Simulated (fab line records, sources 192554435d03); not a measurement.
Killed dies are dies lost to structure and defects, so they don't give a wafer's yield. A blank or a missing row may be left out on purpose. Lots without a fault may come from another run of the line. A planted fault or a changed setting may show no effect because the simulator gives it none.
Split-lot experiment | flow n5_finfet | 7 lots, 21 wafers read, on a route of 1938 steps

THE SPLIT
At N5_SPACER0_ALD_00 (deposits SiOCN, target thk 3.5 nm, pulse time 3 s, purge time 2 s), the setting ald_cycles was moved away from the recipe's 58 on 5 of the 21 wafers read, by -15.5% to +15.5%. The other wafers ran this setting at the recipe's value.

The reading is taken at the split's own step.

THE READING
SiOCN_of_SPACER0_ALD_00.thk_nm (the simulator's own value, which no gauge read), in nm, at N5_SPACER0_ALD_00 (deposits SiOCN, target thk 3.5 nm, pulse time 3 s, purge time 2 s). The file gives no usual value for it. The 16 wafers here that ran the recipe average 3.5 nm, standard deviation 0.1 nm.

wafer  | tool, chamber at the split | ald_cycles as run | against the recipe | SiOCN_of_SPACER0_ALD_00.thk_nm, nm | against lot-mates on the recipe
L079.1 | ald_sin-02, 3,3,2          | 58                | recipe             | 3.4                                | -
L079.5 | ald_sin-02, 3,3,2          | 58                | recipe             | 3.4                                | -
L079.6 | ald_sin-02, 3,3,2          | 58                | recipe             | 3.4                                | -
L081.1 | ald_sin-04, 1,3,2          | 58                | recipe             | 3.6                                | -
L081.2 | ald_sin-04, 1,3,2          | 58                | recipe             | 3.6                                | -
L081.5 | ald_sin-04, 1,3,2          | 58                | recipe             | 3.6                                | -
L084.1 | ald_sin-04, 0,3            | 67                | +15.5%             | 4                                  | +0.4
L084.2 | ald_sin-04, 0,3            | 67                | +15.5%             | 4                                  | +0.4
L084.4 | ald_sin-04, 2              | 58                | recipe             | 3.6                                | -
L087.2 | ald_sin-04, 2,1            | 49                | -15.5%             | 3                                  | -0.6
L087.3 | ald_sin-04, 2,1            | 49                | -15.5%             | 3                                  | -0.6
L087.4 | ald_sin-04, 0              | 58                | recipe             | 3.6                                | -
L091.2 | ald_sin-04, 1,2            | 58                | recipe             | 3.6                                | -
L091.3 | ald_sin-04, 1,2            | 58                | recipe             | 3.6                                | -
L091.5 | ald_sin-04, 3              | 53                | -8.6%              | 3.2                                | -0.4
L093.2 | ald_sin-01, 3,0,0          | 58                | recipe             | 3.4                                | -
L093.4 | ald_sin-01, 3,0,0          | 58                | recipe             | 3.4                                | -
L093.6 | ald_sin-01, 3,0,0          | 58                | recipe             | 3.4                                | -
L096.1 | ald_sin-02, 0,2            | 58                | recipe             | 3.4                                | -
L096.5 | ald_sin-02, 0,2            | 58                | recipe             | 3.4                                | -
L096.2 | ald_sin-02, 1              | 58                | recipe             | 3.6                                | -
Where a row lists several chambers, the file gives one row for several wafers and doesn't say which wafer went through which chamber.

THE FIT
A straight line over all 21 wafers: SiOCN_of_SPACER0_ALD_00.thk_nm changes by +0.0324 nm for each +1% of ald_cycles; r = +0.93; the points scatter about the line by 0.092 nm.
The same after taking each lot's own level away (the mean of its wafers on the recipe; 21 wafers): +0.033 nm for each +1%; r = +0.97; scatter 0.06 nm.
On that fit, the largest move of ald_cycles shifts the reading by 0.51 nm.
The lots' own levels span 3.40 to 3.60 nm, that is 2.0 times the standard deviation above.
So the lot-to-lot level changes the slope little: the two slopes agree.
Check: with one of the wafers moved furthest among these (+15.5%) left out of the fit, the line predicts +0.525 nm for it against its lot-mates. It came out at +0.4 nm against them.

OTHER SPLITS ON THESE WAFERS
These wafers also went through other splits before the reading. Each is held against what the fit with the lots' levels taken away leaves over:
other split on the same wafers       | wafers away from the commonest value | r with SiOCN_of_SPACER0_ALD_00.thk_nm (lot level and that fit taken away)
N5_ZERO_LAYER_EXPOSE_08 dose_mj      | 6                                    | +0.14
N5_WELL_APT_EXPOSE_22 dose_mj        | 8                                    | +0.01
N5_FIN_SAQP_ETCH_52 source_w         | 10                                   | -0.19
N5_FIN_SAQP_SPACER1_ALD_24 temp_c    | 6                                    | -0.26
N5_STI_FIN_REVEAL_ETCHBACK_08 time_s | 6                                    | +0.08

THE FILE'S OWN FIT
SiOCN_of_SPACER0_ALD_00.thk_nm changes by +0.0341 nm for each +1% of ald_cycles, r = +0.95.
